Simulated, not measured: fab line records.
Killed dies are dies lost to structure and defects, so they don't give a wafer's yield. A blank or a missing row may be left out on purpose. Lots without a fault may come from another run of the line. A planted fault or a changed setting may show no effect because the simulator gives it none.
fab line records	flow nand_harc
record lots=6	wafers=18	last_day=24
route steps=1159 shown A_SOURCE_PLATE@420 A_ONON_D1@424 END@1159
lots that met no fault: taken from a fault-free run of the same line
start_h: hours from the record's opening day to when the first of the lot's shown wafers began	wait_h: hours since the lot's step before	" repeats the value in the row above	L1.1+2: one row covering several wafers at once	- value missing, or start not given	* or withheld: withheld	< > ~ a bound
route shown NAME@n: names a module that has steps shown in the file, with the first one's number in the route	usual: mean/standard deviation of fault-free wafers	same: alike in all rows	chamber/n: place in a boat	sites: the reading at each site	_std_site: the standard deviation of these	_edge_site: outer sites' mean less inner sites'	radius_mm: for every site, how far away it sits from the centre of the wafer	mask NAME#n: copy n	behind: the most recent tool/chamber to have shaped the wafer	hold: why the lot was held/for how many hours/how that ended	device: whichever transistor did not switch (one of n, p or np)	end of line: the route-end tests of the same wafers	for a step that has no rows: nothing shown but its recipe	killed: dies that structure and defects cost at the first sort, which is not the same as the wafer's yield	map: shows each die of a wafer: x if killed, . if not, _ if none is there
set.NAME: the run value of the setting; set.NAME@STEP: its run value at that earlier step	model.NAME: the simulator's own value behind a step, which no gauge read
certain route steps with their lots: each step a table, each wafer a row
services: a tool's chamber out of use, with start hour (start_h, from the record's first day; less than 0 if before it), hours out, and reason
## steps
# step NHARC_A_SOURCE_PLATE_THK_MEAS_06
# recipe thk_meas_gauge=ellipsometry
# usual thk_nm=200.1/2.2
lot.wafer	tool	chamber	start_h	wait_h	thk_nm
L851.2	film_metro-01	-	172.48	0.4	201.4
L851.4	"	-	"	"	201.6
L851.5	"	-	"	"	205.0
L854.2	film_metro-01	-	172.48	0.4	199.4
L854.3	"	-	"	"	200.3
L854.4	"	-	"	"	199.3
L860.1	film_metro-01	-	204.65	0.4	197.9
L860.3	"	-	"	"	198.5
L860.5	"	-	"	"	196.5
L864.1	film_metro-01	-	232.27	0.4	199.8
L864.4	"	-	"	"	199.7
L864.5	"	-	"	"	200.0
L861.4	film_metro-01	-	232.27	0.4	202.7
L861.5	"	-	"	"	200.7
L861.6	"	-	"	"	200.5
L873.1	film_metro-01	-	296.05	0.4	198.7
L873.2	"	-	"	"	197.3
L873.5	"	-	"	"	199.4
# step NHARC_A_SOURCE_PLATE_INSPECT_08
# usual raw_defect_count=60/19
lot.wafer	tool	chamber	start_h	wait_h	raw_defect_count
L854.2	defect_inspect-02	-	172.55	0.0	67
L854.3	"	-	"	"	73
L854.4	"	-	"	"	54
L851.2	defect_inspect-01	-	172.58	0.0	73
L851.4	"	-	"	"	71
L851.5	"	-	"	"	55
L860.1	defect_inspect-01	-	204.71	0.0	42
L860.3	"	-	"	"	56
L860.5	"	-	"	"	53
L861.4	defect_inspect-01	-	232.34	0.0	68
L861.5	"	-	"	"	45
L861.6	"	-	"	"	68
L864.1	defect_inspect-02	-	232.35	0.0	70
L864.4	"	-	"	"	77
L864.5	"	-	"	"	49
L873.1	defect_inspect-02	-	296.11	0.0	58
L873.2	"	-	"	"	36
L873.5	"	-	"	"	19
# step NHARC_A_ONON_D1_DEP_00
# recipe target_thk_a=10000	n2_flow_sccm=2750	n2o_flow_sccm=2000	nh3_flow_sccm=500	sih4_flow_sccm=210	temp_c=400
# step NHARC_A_ONON_D1_THK_MEAS_02
# recipe thk_meas_gauge=ellipsometry
# usual thk_nm=1000/9.6
lot.wafer	tool	chamber	start_h	wait_h	thk_nm
L854.2	film_metro-02	-	173.12	-	997
L854.3	"	-	"	"	998
L854.4	"	-	"	"	1000
L851.2	film_metro-01	-	173.16	-	1007
L851.4	"	-	"	"	1006
L851.5	"	-	"	"	1007
L860.1	film_metro-02	-	205.29	-	994
L860.3	"	-	"	"	995
L860.5	"	-	"	"	995
L861.4	film_metro-02	-	232.94	-	990
L861.5	"	-	"	"	992
L861.6	"	-	"	"	990
L864.1	film_metro-02	-	233.23	-	1013
L864.4	"	-	"	"	1013
L864.5	"	-	"	"	1010
L873.1	film_metro-02	-	296.71	-	999
L873.2	"	-	"	"	1001
L873.5	"	-	"	"	1000
# step NHARC_A_ONON_D1_DEP_03
# recipe target_thk_a=10000	n2_flow_sccm=2750	n2o_flow_sccm=2000	nh3_flow_sccm=500	sih4_flow_sccm=210	temp_c=400
# step NHARC_A_ONON_D1_THK_MEAS_05
# recipe thk_meas_gauge=ellipsometry
# usual thk_nm=998/11
lot.wafer	tool	chamber	start_h	wait_h	thk_nm
L854.2	film_metro-01	-	173.68	-	1008
L854.3	"	-	"	"	1009
L854.4	"	-	"	"	1008
L851.2	film_metro-02	-	173.72	-	983
L851.4	"	-	"	"	983
L851.5	"	-	"	"	982
L860.1	film_metro-01	-	205.86	-	995
L860.3	"	-	"	"	995
L860.5	"	-	"	"	997
L861.4	film_metro-02	-	233.59	-	993
L861.5	"	-	"	"	993
L861.6	"	-	"	"	991
L864.1	film_metro-02	-	233.81	-	996
L864.4	"	-	"	"	996
L864.5	"	-	"	"	997
L873.1	film_metro-01	-	297.28	-	1016
L873.2	"	-	"	"	1015
L873.5	"	-	"	"	1017
# step NHARC_A_ONON_D1_DEP_06
# recipe target_thk_a=10000	n2_flow_sccm=2750	n2o_flow_sccm=2000	nh3_flow_sccm=500	sih4_flow_sccm=210	temp_c=400
# step NHARC_A_ONON_D1_THK_MEAS_08
# recipe thk_meas_gauge=ellipsometry
# usual thk_nm=998/9.3
lot.wafer	tool	chamber	start_h	wait_h	thk_nm
L854.2	film_metro-01	-	174.25	-	996
L854.3	"	-	"	"	993
L854.4	"	-	"	"	994
L851.2	film_metro-02	-	174.30	-	998
L851.4	"	-	"	"	997
L851.5	"	-	"	"	998
L860.1	film_metro-02	-	206.43	-	999
L860.3	"	-	"	"	997
L860.5	"	-	"	"	998
L861.4	film_metro-02	-	234.16	-	1001
L861.5	"	-	"	"	1001
L861.6	"	-	"	"	1000
L864.1	film_metro-02	-	234.37	-	976
L864.4	"	-	"	"	975
L864.5	"	-	"	"	976
L873.1	film_metro-02	-	297.86	-	988
L873.2	"	-	"	"	989
L873.5	"	-	"	"	989
# step NHARC_A_ONON_D1_DEP_09
# recipe target_thk_a=10000	n2_flow_sccm=2750	n2o_flow_sccm=2000	nh3_flow_sccm=500	sih4_flow_sccm=210	temp_c=400
# step NHARC_A_ONON_D1_THK_MEAS_11
# recipe thk_meas_gauge=ellipsometry
# usual thk_nm=1003/11
lot.wafer	tool	chamber	start_h	wait_h	thk_nm
L854.2	film_metro-01	-	174.81	-	998
L854.3	"	-	"	"	997
L854.4	"	-	"	"	997
L851.2	film_metro-02	-	174.86	-	1001
L851.4	"	-	"	"	1003
L851.5	"	-	"	"	1003
L860.1	film_metro-02	-	206.99	-	992
L860.3	"	-	"	"	992
L860.5	"	-	"	"	991
L861.4	film_metro-02	-	234.73	-	1002
L861.5	"	-	"	"	1002
L861.6	"	-	"	"	1002
L864.1	film_metro-02	-	234.94	-	1010
L864.4	"	-	"	"	1009
L864.5	"	-	"	"	1009
L873.1	film_metro-01	-	298.43	-	1022
L873.2	"	-	"	"	1021
L873.5	"	-	"	"	1020
# step NHARC_A_ONON_D1_DEP_12
# recipe target_thk_a=10000	n2_flow_sccm=2750	n2o_flow_sccm=2000	nh3_flow_sccm=500	sih4_flow_sccm=210	temp_c=400
lot.wafer	tool	chamber	start_h	wait_h
L854.2+3+4	pecvd_onon-02	0	174.93	0.1
L851.2+4+5	pecvd_onon-04	0	174.98	0.1
L860.1+3+5	pecvd_onon-02	0	207.05	0.1
L861.4+5+6	pecvd_onon-02	0	234.96	0.2
L864.1+4+5	pecvd_onon-04	0	234.99	0.1
L873.1+2+5	pecvd_onon-04	0	298.48	0.1
# step NHARC_A_ONON_D1_THK_MEAS_14
# recipe thk_meas_gauge=ellipsometry
# usual thk_nm=1002/9.5
lot.wafer	tool	chamber	start_h	wait_h	thk_nm
L854.2	film_metro-02	-	175.39	-	1002
L854.3	"	-	"	"	1001
L854.4	"	-	"	"	1001
L851.2	film_metro-02	-	175.46	-	1010
L851.4	"	-	"	"	1011
L851.5	"	-	"	"	1011
L860.1	film_metro-02	-	207.56	-	393
L860.3	"	-	"	"	393
L860.5	"	-	"	"	393
L861.4	film_metro-01	-	235.29	-	380
L861.5	"	-	"	"	379
L861.6	"	-	"	"	380
L864.1	film_metro-01	-	235.50	-	1020
L864.4	"	-	"	"	1018
L864.5	"	-	"	"	1017
L873.1	film_metro-01	-	298.99	-	988
L873.2	"	-	"	"	987
L873.5	"	-	"	"	986
# step NHARC_A_ONON_D1_ANNEAL_15
# recipe temp_c=750	time_s=3600
# step NHARC_END_SORT_01
# recipe temp_c=25
# usual killed_at_array=28/10	killed_at_other=0.6/1.1	killed_at_periphery=3.6/2.6	killed_dies=32/10	killed_open=3.3/1.8	killed_short=1.9/1.4
# same gross_dies=677
lot.wafer	tool	chamber	start_h	wait_h	killed_at_array	killed_at_other	killed_at_periphery	killed_dies	killed_open	killed_short
L860.1	prober-01	0	492.53	2.5	673	1	3	677	4	2
L860.3	prober-01	0	494.12	3.1	674	1	2	677	1	2
L860.5	prober-01	0	495.71	3.7	670	3	4	677	5	0
L861.4	prober-01	0	536.72	3.4	675	0	2	677	1	2
L861.5	prober-01	0	537.53	3.7	674	1	2	677	2	2
L861.6	prober-01	0	538.33	4.0	673	1	3	677	5	1
L873.1	prober-01	0	577.69	2.5	22	0	7	29	5	1
L873.2	prober-01	0	578.48	2.8	23	0	8	31	9	3
L873.5	prober-01	0	580.86	3.7	20	0	4	24	1	0
# killed by level:class
L860.1 A_ONON_D1:area_dep=661 A_CHANNEL_HOLE_D1:chamber_film_flake=5 A_WL_FILL:geometric_particle:open=3 A_WL_FILL:geometric_particle:short=2 P_ZERO_WELL:chamber_film_flake=2 P_GATE:geometric_particle:open=1 A_STAIRCASE:chamber_film_flake=1 A_CONTACT:chamber_film_flake=1
L860.3 A_ONON_D1:area_dep=660 A_CONTACT:chamber_film_flake=5 P_STI:chamber_film_flake=2 A_CHANNEL_HOLE_D1:chamber_film_flake=2 A_CHANNEL_FILL_D1:chamber_film_flake=2 A_SLIT:geometric_particle:open=1 A_CONTACT:geometric_particle:short=1 STARTING-WAFER:geometric_particle:short=1
L860.5 A_ONON_D1:area_dep=651 A_STAIRCASE:chamber_film_flake=4 A_SLIT:chamber_film_flake=4 P_ZERO_WELL:chamber_film_flake=3 A_CHANNEL_HOLE_D1:chamber_film_flake=3 THIN_TSV:chamber_film_flake=3 A_M0:geometric_particle:open=2 A_CONTACT:chamber_film_flake=2
L861.4 A_ONON_D1:area_dep=664 A_CHANNEL_HOLE_D1:chamber_film_flake=5 A_CONTACT:chamber_film_flake=3 P_CONTACT:geometric_particle:open=1 A_CHANNEL_HOLE_D1:geometric_particle:short=1 A_CONTACT:geometric_particle:short=1 P_ZERO_WELL:chamber_film_flake=1 A_ZERO_WELL:chamber_film_flake=1
L861.5 A_ONON_D1:area_dep=662 A_CHANNEL_HOLE_D1:chamber_film_flake=7 P_CONTACT:geometric_particle:open=1 A_ONON_D1:geometric_particle:open=1 A_CHANNEL_FILL_D1:geometric_particle:short=1 A_M0:geometric_particle:short=1 P_ZERO_WELL:chamber_film_flake=1 A_ZERO_WELL:chamber_film_flake=1
L861.6 A_ONON_D1:area_dep=656 A_CHANNEL_HOLE_D1:chamber_film_flake=4 A_STAIRCASE:chamber_film_flake=3 A_CONTACT:chamber_film_flake=3 P_CONTACT:geometric_particle:open=2 A_CHANNEL_FILL_D1:geometric_particle:open=2 A_SLIT:chamber_film_flake=2 A_BLC:geometric_particle:open=1
L873.1 A_CHANNEL_HOLE_D1:chamber_film_flake=9 A_CONTACT:chamber_film_flake=8 P_M2:chamber_film_flake=3 A_CONTACT:geometric_particle:open=2 P_M0:geometric_particle:open=1 P_M1:geometric_particle:open=1 A_WL_FILL:geometric_particle:open=1 A_M0:geometric_particle:short=1
L873.2 A_CHANNEL_HOLE_D1:chamber_film_flake=12 A_CONTACT:geometric_particle:open=3 P_GATE:geometric_particle:open=2 P_STI:chamber_film_flake=2 P_GATE:chamber_film_flake=2 A_SLIT:chamber_film_flake=2 P_CONTACT:geometric_particle:open=1 A_SOURCE_PLATE:geometric_particle:short=1
L873.5 A_CONTACT:chamber_film_flake=9 A_CHANNEL_HOLE_D1:chamber_film_flake=6 P_GATE:chamber_film_flake=2 A_STAIRCASE:chamber_film_flake=2 A_SLIT:chamber_film_flake=2 A_CONTACT:geometric_particle:open=1 P_STI:chamber_film_flake=1 P_M2:chamber_film_flake=1
# map L860.1 (x killed, . not)
____________x____________
_________xxxxxxx_________
_______xxxxxxxxxxx_______
______xxxxxxxxxxxxx______
_____xxxxxxxxxxxxxxx_____
____xxxxxxxxxxxxxxxxx____
____xxxxxxxxxxxxxxxxx____
___xxxxxxxxxxxxxxxxxxx___
___xxxxxxxxxxxxxxxxxxx___
__xxxxxxxxxxxxxxxxxxxxx__
__xxxxxxxxxxxxxxxxxxxxx__
_xxxxxxxxxxxxxxxxxxxxxxx_
_xxxxxxxxxxxxxxxxxxxxxxx_
_xxxxxxxxxxxxxxxxxxxxxxx_
_xxxxxxxxxxxxxxxxxxxxxxx_
_xxxxxxxxxxxxxxxxxxxxxxx_
xxxxxxxxxxxxxxxxxxxxxxxxx
xxxxxxxxxxxxxxxxxxxxxxxxx
xxxxxxxxxxxxxxxxxxxxxxxxx
xxxxxxxxxxxxxxxxxxxxxxxxx
xxxxxxxxxxxxxxxxxxxxxxxxx
_xxxxxxxxxxxxxxxxxxxxxxx_
_xxxxxxxxxxxxxxxxxxxxxxx_
_xxxxxxxxxxxxxxxxxxxxxxx_
_xxxxxxxxxxxxxxxxxxxxxxx_
_xxxxxxxxxxxxxxxxxxxxxxx_
__xxxxxxxxxxxxxxxxxxxxx__
__xxxxxxxxxxxxxxxxxxxxx__
___xxxxxxxxxxxxxxxxxxx___
___xxxxxxxxxxxxxxxxxxx___
____xxxxxxxxxxxxxxxxx____
____xxxxxxxxxxxxxxxxx____
_____xxxxxxxxxxxxxxx_____
______xxxxxxxxxxxxx______
_______xxxxxxxxxxx_______
_________xxxxxxx_________
____________x____________
# map L861.4 (x killed, . not)
____________x____________
_________xxxxxxx_________
_______xxxxxxxxxxx_______
______xxxxxxxxxxxxx______
_____xxxxxxxxxxxxxxx_____
____xxxxxxxxxxxxxxxxx____
____xxxxxxxxxxxxxxxxx____
___xxxxxxxxxxxxxxxxxxx___
___xxxxxxxxxxxxxxxxxxx___
__xxxxxxxxxxxxxxxxxxxxx__
__xxxxxxxxxxxxxxxxxxxxx__
_xxxxxxxxxxxxxxxxxxxxxxx_
_xxxxxxxxxxxxxxxxxxxxxxx_
_xxxxxxxxxxxxxxxxxxxxxxx_
_xxxxxxxxxxxxxxxxxxxxxxx_
_xxxxxxxxxxxxxxxxxxxxxxx_
xxxxxxxxxxxxxxxxxxxxxxxxx
xxxxxxxxxxxxxxxxxxxxxxxxx
xxxxxxxxxxxxxxxxxxxxxxxxx
xxxxxxxxxxxxxxxxxxxxxxxxx
xxxxxxxxxxxxxxxxxxxxxxxxx
_xxxxxxxxxxxxxxxxxxxxxxx_
_xxxxxxxxxxxxxxxxxxxxxxx_
_xxxxxxxxxxxxxxxxxxxxxxx_
_xxxxxxxxxxxxxxxxxxxxxxx_
_xxxxxxxxxxxxxxxxxxxxxxx_
__xxxxxxxxxxxxxxxxxxxxx__
__xxxxxxxxxxxxxxxxxxxxx__
___xxxxxxxxxxxxxxxxxxx___
___xxxxxxxxxxxxxxxxxxx___
____xxxxxxxxxxxxxxxxx____
____xxxxxxxxxxxxxxxxx____
_____xxxxxxxxxxxxxxx_____
______xxxxxxxxxxxxx______
_______xxxxxxxxxxx_______
_________xxxxxxx_________
____________x____________
## services
tool	chamber	start_h	hours	kind
pecvd_onon-04	-	237.01	13.0	pm
pecvd_onon-02	-	292.33	13.0	pm
## key
first_sign step=NHARC_A_ONON_D1_THK_MEAS_14	reading=thk_nm	direction=down	sigmas=65	usual=1002	struck=386
effect step=NHARC_END_SORT_01	reading=killed_at_array	direction=up	sigmas=63	usual=28	struck=673
more_kills_born_at NHARC_A_ONON_D1_DEP_12@pecvd_onon-02=3954
met_at NHARC_A_ONON_D1_DEP_12
struck_wafers L860.1,L860.3,L860.5,L861.4,L861.5,L861.6
later_rows_left_out L860.1,L860.3,L860.5,L861.4,L861.5,L861.6
tester_left_out L860,L861
onset_between 174.93 207.05
fault kind=process_parameter_drift	tool=pecvd_onon-02	chamber=0	onset_h=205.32	steps=NHARC_A_ONON_D1_DEP_12	channel=target_thk_a	offset=*	shape=step	end_h=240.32	acts_in=*	stated=*
# tester_left_out: of these lots the tester's yield and bins aren't shown, on N5 and GAA mostly nor the transistor test; their killed dies are dies lost to structure and defects alone, not to doping, threshold or leakage, so they don't give the yield
# later_rows_left_out: the simulator's readings of these wafers behind a module that went badly wrong aren't trusted and aren't shown, but for the sort
